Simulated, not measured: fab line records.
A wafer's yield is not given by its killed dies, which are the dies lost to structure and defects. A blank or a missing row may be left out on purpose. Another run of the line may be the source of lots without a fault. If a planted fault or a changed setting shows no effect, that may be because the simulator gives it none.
The same fault as seen by 2 desks -- flow n5Finfet -- every desk sees just its own numbers, and what lay behind them comes last

METROLOGY DESK
What the gauges read for every lot (on any tool): the sampled wafers with a number, averaged. Any lot whose mean is over 4 standard deviations away from the usual mean is out of limits and marked OUT; that distance is given in the brackets.
Columns: A = MIM_BOT_OVL at N5_MIM_BOT_LITHO_OVL_MEAS_11, usual -1 nm
lot,first seen here,A
L373,day 12 21:04,-3
L375,day 13 07:16,-4
L377,day 13 10:40,-1
L379,day 14 04:44,3
L380,day 14 14:49,-1
L381,day 14 20:40,0
L383,day 15 02:50,-2
L384,day 15 15:53,4
L386,day 16 09:52,4
L390,day 16 20:38,-2
This desk's verdict: no lot among the 10 shows anything out of limits.

THE TOOL OWNER'S DESK: rieDiel-05
The tool's own readings at N5_MOL_CONTACT_COAG_ETCH_67 (etches SOC in N2/H2, target depth 60 nm, overetch 21 nm, time 101.2 s): means of the sampled wafers that have a number, for each lot that ran on this tool. Any lot whose mean is over 4 standard deviations away from the usual mean is out of limits and marked OUT; that distance is given in the brackets.
Columns: A = drypumpMotorCurrentA at N5_MOL_CONTACT_COAG_ETCH_67, usual 5.6 A; B = oesProductAu at N5_MOL_CONTACT_COAG_ETCH_67, usual 0.67 a.u.; C = rfVppV at N5_MOL_CONTACT_COAG_ETCH_67, usual 524.7 V; D = showerheadPlenumPTorr at N5_MOL_CONTACT_COAG_ETCH_67, usual 2.58 Torr; E = throttleValvePct at N5_MOL_CONTACT_COAG_ETCH_67, usual 17.86 %
lot,first seen here,A,B,C,D,E
L373,day 5 22:51,5.3,0.73,524.3,2.58,17.79
L377,day 6 17:41,5.3,0.70,523.9,2.58,17.80
L379,day 7 14:14,5.6,0.71,524.7,2.53,17.62
L380,day 7 14:59,5.2,0.66,524.2,2.59,17.76
L381,day 7 22:01,5.5,0.74,525.9,2.59,17.71
L383,day 8 11:32,5.3,0.68,523.9,2.57,17.84
L384,day 8 16:06,5.3,0.71,527.3,2.69,17.70
L390,day 10 03:10,5.5,0.68,524.4,2.60,17.68
This desk's verdict: no lot among the 8 shows anything out of limits.

PUT TOGETHER
The metrology desk saw nothing out of limits.
The tool owner's desk saw nothing out of limits.

WHAT THE SIMULATOR PUT IN
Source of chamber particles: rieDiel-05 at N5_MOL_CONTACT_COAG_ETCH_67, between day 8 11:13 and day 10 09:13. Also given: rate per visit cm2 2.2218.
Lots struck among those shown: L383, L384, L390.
